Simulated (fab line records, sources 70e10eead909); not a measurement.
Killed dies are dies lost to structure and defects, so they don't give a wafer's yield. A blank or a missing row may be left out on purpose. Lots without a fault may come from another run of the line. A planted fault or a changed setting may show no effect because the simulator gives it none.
Chamber matching | flow nand_harc | NHARC_A_ZERO_WELL_DESCUM_12 on rie_diel-05: 4 sister chambers
The step chemistry O2, time 3 s. 14 wafers are shown with their chamber, then 7 later ones without.

WAFERS WITH THEIR CHAMBER
wafer  | chamber | drypump_motor_current_A (A) | rf_vpp_V (V) | oes_product_au (a.u.)
L078.2 | 2       | 4.6                         | 56.8         | 0.996
L078.3 | 3       | 6.4                         | 58.4         | 1.003
L078.4 | 1       | 6.4                         | 58.1         | 1.000
L081.2 | 2       | 4.7                         | 59.6         | 0.995
L081.4 | 3       | 6.4                         | 56.9         | 0.992
L081.5 | 1       | 6.4                         | 58.2         | 0.998
L082.1 | 2       | 4.7                         | 58.7         | 0.995
L082.2 | 3       | 6.4                         | 57.4         | 0.999
L082.3 | 1       | 6.4                         | 58.5         | 1.020
L086.1 | 0       | 4.7                         | 56.4         | 1.003
L086.4 | 2       | 4.7                         | 58.2         | 1.001
L086.5 | 3       | 6.4                         | 58.1         | 0.999
L090.1 | 3       | 6.4                         | 56.9         | 0.991
L090.2 | 2       | 4.7                         | 58.4         | 0.999

SIGNATURES (means of the wafers above)
reading                 | chamber 0 | chamber 1 | chamber 2 | chamber 3 | scatter within a chamber
drypump_motor_current_A | 4.700     | 6.400     | 4.680     | 6.400     | 0.0283
rf_vpp_V                | 56.400    | 58.267    | 58.340    | 57.540    | 0.78
oes_product_au          | 1.00300   | 1.00600   | 0.99720   | 0.99680   | 0.00655
Rule: a wafer's distance from a chamber is the root of the sum, over the readings, of the square of ((its reading less the chamber's mean) divided by the reading's scatter). The wafer belongs to the nearest chamber; if the next one is less than 2 further off, it can't be placed. The scatter: the root of (the sum of the squares of (reading less its chamber's mean) over the shown wafers, divided by (wafers less chambers)).

WAFERS WITHOUT THEIR CHAMBER
wafer  | drypump_motor_current_A (A) | rf_vpp_V (V) | oes_product_au (a.u.)
L090.4 | 6.4                         | 58.2         | 0.997
L091.2 | 6.4                         | 56.6         | 1.006
L091.3 | 4.7                         | 57.8         | 1.001
L091.6 | 6.3                         | 57.5         | 0.994
L092.1 | 4.7                         | 58.1         | 1.006
L092.3 | 4.8                         | 56.5         | 0.985
L092.4 | 6.4                         | 57.5         | 1.022

WHICH CHAMBER EACH WENT THROUGH
wafer  | from the rows above     | in truth
L090.4 | can't be placed: 3 or 1 | 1
L091.2 | can't be placed: 3 or 1 | 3
L091.3 | can't be placed: 2 or 0 | 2
L091.6 | can't be placed: 3 or 1 | 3
L092.1 | can't be placed: 2 or 0 | 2
L092.3 | can't be placed: 0 or 2 | 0
L092.4 | can't be placed: 1 or 3 | 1
Placed correctly: 0 of 7. Can't be placed from these rows: 7 (the true chamber is among the candidates in 7). Placed wrongly: 0.
